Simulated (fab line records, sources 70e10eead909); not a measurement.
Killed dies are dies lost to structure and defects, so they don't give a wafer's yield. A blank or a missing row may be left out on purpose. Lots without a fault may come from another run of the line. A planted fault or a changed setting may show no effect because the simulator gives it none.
Which tool did it? | flow nand_harc | 7 lots, 21 wafers sampled, at 3 steps of a route of 1302

WHAT THE GAUGES READ, wafer by wafer
NHARC_THIN_TSV_CD_MEAS_33: target cd 5000 nm.
lot  | measured     | on        | cd_nm (nm)
L716 | day 24 16:17 | cd_sem-02 | 5000.5 4996.9 5001.9
L720 | day 25 22:53 | cd_sem-01 | 4999.8 5002.7 5000.4
L721 | day 26 14:52 | cd_sem-02 | 4998.3 5002.8 5003.0
L728 | day 28 09:20 | cd_sem-01 | 5003.1 5002.4 5005.1
L731 | day 29 22:13 | cd_sem-01 | 4999.6 4998.0 5001.4
L735 | day 31 15:12 | cd_sem-03 | 4997.7 4995.4 4996.9
L738 | day 32 22:41 | cd_sem-03 | 4998.8 4997.6 4999.9

WHICH TOOL RAN EACH LOT (tool, then ch and the chambers of the sampled wafers, then the start)
lot  | NHARC_A_CONTACT_ETCH_121             | NHARC_THIN_TSV_STRIP_45
L716 | har_cap_etch-02 ch 1, day 21 22:12   | plasma_asher-01 ch 0,1, day 24 11:33
L720 | har_cap_etch-03 ch 0,1, day 23 10:44 | plasma_asher-02 ch 0,1, day 25 18:13
L721 | har_cap_etch-02 ch 0,1, day 24 01:25 | plasma_asher-01 ch 0,1, day 26 09:56
L728 | har_cap_etch-01 ch 0,1, day 25 20:49 | plasma_asher-02 ch 0,1, day 28 04:37
L731 | har_cap_etch-02 ch 0, day 27 14:29   | plasma_asher-02 ch 0,1, day 29 17:30
L735 | har_cap_etch-01 ch 0,1, day 29 07:32 | plasma_asher-01 ch 0,1, day 31 10:19
L738 | har_cap_etch-03 ch 0,1, day 30 15:34 | plasma_asher-01 ch 0,1, day 32 17:44
- NHARC_A_CONTACT_ETCH_121: etches the open film in C4F8/O2/Ar, time 190 s, target depth 1850 nm.
- NHARC_THIN_TSV_STRIP_45: strips in O2.

THE ANSWER, worked out from the rows above alone
Rule: what is usual is taken from the lots themselves. Put in order of their means at a reading, lots are off if they are a third of the lots or fewer, leave a main group of 4 or more, and stand apart from it by a gap of 3 or more times the standard deviation of the main group's means; of several such gaps the widest counts. A main group whose means are all the same, to the digits that the tables above print for the reading, isn't used. A lot without any number at a reading at which 4 lots or more have one is off too. The other lots that the step has rows for count as sound.
No lot is off at any reading shown: from this, nothing can be told.

WHAT THE SIMULATOR HAD PUT IN
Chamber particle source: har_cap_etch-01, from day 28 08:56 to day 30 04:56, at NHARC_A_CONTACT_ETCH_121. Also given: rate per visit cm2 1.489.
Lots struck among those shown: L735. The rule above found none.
